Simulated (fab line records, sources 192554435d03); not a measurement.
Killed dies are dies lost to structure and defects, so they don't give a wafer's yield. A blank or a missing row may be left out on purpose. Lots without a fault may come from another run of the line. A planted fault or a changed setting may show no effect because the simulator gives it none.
Chamber matching | flow n5_finfet | N5_BEOL_M11_CMP_52 on cmp-01: 4 sister chambers
The step polishes, stops on SiCOH lowk, t overpolish 7 s, target thk 140 nm. 8 wafers are shown with their chamber, then 8 later ones without.

WAFERS WITH THEIR CHAMBER
wafer  | chamber | motor_current_A (A) | overpolish_run_s (s)
L080.3 | 3       | 6.5                 | 7.002
L082.5 | 2       | 7.2                 | 7.004
L082.6 | 3       | 6.6                 | 6.994
L085.3 | 1       | 6.2                 | 6.998
L088.2 | 0       | 5.6                 | 7.004
L088.4 | 2       | 7.3                 | 7.019
L088.5 | 1       | 6.6                 | 7.004
L089.4 | 0       | 5.6                 | 7.017

WAFERS WITHOUT THEIR CHAMBER
wafer  | motor_current_A (A) | overpolish_run_s (s)
L089.5 | 6.5                 | 7.012
L089.6 | 5.4                 | 7.012
L091.3 | 6.5                 | 6.987
L091.5 | 6.7                 | 6.989
L091.6 | 7.1                 | 6.991
L094.1 | 5.1                 | 7.003
L094.5 | 6.6                 | 7.025
L094.6 | 7.3                 | 7.007

WHICH CHAMBER EACH WENT THROUGH
wafer  | from the rows above          | in truth
L089.5 | can't be placed: 1 or 3      | 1
L089.6 | 0                            | 0
L091.3 | can't be placed: 3 or 1      | 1
L091.5 | can't be placed: 3 or 1      | 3
L091.6 | can't be placed: 2 or 3      | 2
L094.1 | 0                            | 0
L094.5 | can't be placed: 1 or 3 or 2 | 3
L094.6 | 2                            | 2
Placed correctly: 3 of 8. Can't be placed from these rows: 5 (the true chamber is among the candidates in 5). Placed wrongly: 0.
How it was worked out, from the rows above alone: a wafer's distance from a chamber is the root of the sum, over the readings, of the square of ((its reading less the chamber's mean) divided by the reading's scatter). The wafer belongs to the nearest chamber; if the next one is less than 2 further off, it can't be placed. A chamber's mean is the mean of its shown wafers. The scatter: the root of (the sum of the squares of (reading less its chamber's mean) over the shown wafers, divided by (wafers less chambers)).
